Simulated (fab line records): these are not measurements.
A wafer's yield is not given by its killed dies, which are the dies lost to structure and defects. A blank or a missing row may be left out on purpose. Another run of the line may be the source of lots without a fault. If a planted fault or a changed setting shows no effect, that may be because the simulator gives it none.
Chamber matching -- flow nand-harc -- pecvd-02 running NHARC_P_M0_PRE_CLEAN_31: 3 sister chambers
The step time 12 s. 3 wafers are shown with their chamber, then 8 later ones without.

## WAFERS WITH THEIR CHAMBER
wafer,chamber,heater-power-outer-w (W)
L078.6,0,440
L088.6,1,341
L092.1,2,390

## WAFERS WITHOUT THEIR CHAMBER
wafer,heater-power-outer-w (W)
L092.2,290
L092.6,378
L097.1,467
L097.3,314
L097.4,378
L097.2,382
L097.5,466
L097.6,301

## WHICH CHAMBER EACH ONE RAN IN
wafer,from the rows above,in truth
L092.2,can't be placed: 1 or 2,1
L092.6,can't be placed: 2 or 1 or 0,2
L097.1,can't be placed: 0 or 2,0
L097.3,can't be placed: 1 or 2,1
L097.4,can't be placed: 2 or 1 or 0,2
L097.2,can't be placed: 2 or 1 or 0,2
L097.5,can't be placed: 0 or 2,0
L097.6,can't be placed: 1 or 2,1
Placed correctly: 0 of 8. Not placeable from these rows: 8 (in 8, the candidates include the true chamber). Number placed wrongly: 0.
How it was worked out, from the rows above alone: a wafer's distance from a chamber is the root of the sum, over the readings, of the square of ((its reading less the chamber's mean) divided by the reading's scatter). If the next closest chamber is less than 2 further off than the closest, the wafer can't be placed; otherwise it belongs to the closest. Each chamber's mean is taken over the wafers shown for it. The scatter (one wafer shown for each chamber): square how far every hidden wafer sits from the nearest shown wafer, average those squares and take the square root.
